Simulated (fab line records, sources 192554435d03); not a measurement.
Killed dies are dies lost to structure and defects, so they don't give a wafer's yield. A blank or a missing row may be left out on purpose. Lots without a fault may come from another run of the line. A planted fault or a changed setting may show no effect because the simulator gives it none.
Split-lot experiment | flow n5_finfet | 7 lots, 21 wafers read, on a route of 1938 steps

THE SPLIT
At N5_BEOL_M1_ILD_DEP_00 (deposits SiOC from DEMS/O2, target thk 79 nm, time 15.3 s), the setting time_s was moved away from the recipe's 15.3 s on 9 of the 21 wafers read, by -14.2% to +14.6%. The other wafers ran this setting at the recipe's value.

The file shows no step between the split and the reading.

THE READING
M1_ILD_THK, in nm, at N5_BEOL_M1_THK_MEAS_01. Fault-free wafers of this fab line usually give 79.0 nm, standard deviation 1.1 nm.

wafer  | tool, chamber at the split | time_s as run, s | against the recipe | M1_ILD_THK, nm | against lot-mates on the recipe
L078.3 | pecvd-04, 1                | 15.3             | recipe             | 78.8           | -
L078.4 | pecvd-04, 1                | 14.09            | -7.9%              | 73.4           | -5.4
L078.5 | pecvd-04, 0                | 14.09            | -7.9%              | 72.7           | -6.1
L081.2 | pecvd-03, 0                | 17.54            | +14.6%             | 89.4           | +9.1
L081.3 | pecvd-03, 2                | 17.54            | +14.6%             | 89.6           | +9.3
L081.4 | pecvd-03, 2                | 15.3             | recipe             | 80.3           | -
L083.2 | pecvd-03, 0                | 13.13            | -14.2%             | 66.8           | -11.1
L083.3 | pecvd-03, 2                | 15.3             | recipe             | 77.9           | -
L083.5 | pecvd-03, 0                | 13.13            | -14.2%             | 68.2           | -9.7
L087.3 | pecvd-04, 2                | 15.3             | recipe             | 78.8           | -
L087.4 | pecvd-04, 1                | 15.3             | recipe             | 81.4           | -
L087.5 | pecvd-04, 2                | 15.3             | recipe             | 79.1           | -
L092.1 | pecvd-04, 1                | 15.3             | recipe             | 79.2           | -
L092.3 | pecvd-04, 0                | 15.3             | recipe             | 80.9           | -
L092.4 | pecvd-04, 1                | 13.43            | -12.2%             | 70.1           | -10.0
L096.2 | pecvd-04, 1                | 15.3             | recipe             | 77.7           | -
L096.5 | pecvd-04, 2                | 15.3             | recipe             | 78.5           | -
L096.6 | pecvd-04, 0                | 15.3             | recipe             | 78.4           | -
L097.1 | pecvd-03, 2                | 15.3             | recipe             | 78.6           | -
L097.2 | pecvd-03, 0                | 13.42            | -12.3%             | 69.4           | -9.2
L097.6 | pecvd-03, 0                | 13.42            | -12.3%             | 71.7           | -6.9

THE FIT
A straight line over all 21 wafers: M1_ILD_THK changes by +0.742 nm for each +1% of time_s; r = +0.98; the points scatter about the line by 1.1 nm.
The same after taking each lot's own level away (the mean of its wafers on the recipe; 21 wafers): +0.685 nm for each +1%; r = +0.99; scatter 0.86 nm.
On that fit, the largest move of time_s shifts the reading by 10 nm.
The lots' own levels span 77.90 to 80.30 nm, that is 2.2 times the standard deviation above.
So the lot-to-lot level changes the slope little: the two slopes agree.
Check: with one of the wafers moved furthest among these (+14.6%) left out of the fit, the line predicts +10.1 nm for it against its lot-mates. It came out at +9.1 nm against them.

OTHER SPLITS ON THESE WAFERS
These wafers also went through other splits before the reading. Each is held against what the fit with the lots' levels taken away leaves over:
other split on the same wafers        | wafers away from the commonest value | r with M1_ILD_THK (lot level and that fit taken away)
N5_SD_EPI_N_DESCUM_14 time_s          | 8                                    | +0.50
N5_SD_EPI_N_ETCH_35 time_s            | 7                                    | -0.35
N5_SDB_EXPOSE_08 dose_mj              | 10                                   | -0.15
N5_SDB_ETCH_18 source_w               | 5                                    | +0.41
N5_HKMG_FIN_COAT_06 spin_rpm          | 7                                    | -0.06
N5_HKMG_FIN_DEVELOP_11 develop_time_s | 7                                    | +0.02
N5_MOL_CONTACT_COAG_DESCUM_45 time_s  | 4                                    | +0.32
N5_BEOL_M0_SAQP_ETCH_88 source_w      | 5                                    | +0.12
N5_BEOL_M0_CUTY_COAT_51 spin_rpm      | 5                                    | +0.04

THE WHOLE CHAIN: every reading that the file lists as answering this split, in the file's order
step                   | what it does                                              | reading                                                                            | change (the file's fit)               | r (the file's)
N5_BEOL_M1_ILD_DEP_00  | deposits SiOC from DEMS/O2, target thk 79 nm, time 15.3 s | SiOC_of_BEOL_M1_ILD_DEP_00.thk_nm (the simulator's own value, which no gauge read) | +0.702 nm for each +1% of the setting | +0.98
N5_BEOL_M1_THK_MEAS_01 |                                                           | M1_ILD_THK                                                                         | +0.702 for each +1% of the setting    | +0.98

THE FILE'S OWN FIT
M1_ILD_THK changes by +0.702 nm for each +1% of time_s, r = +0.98.
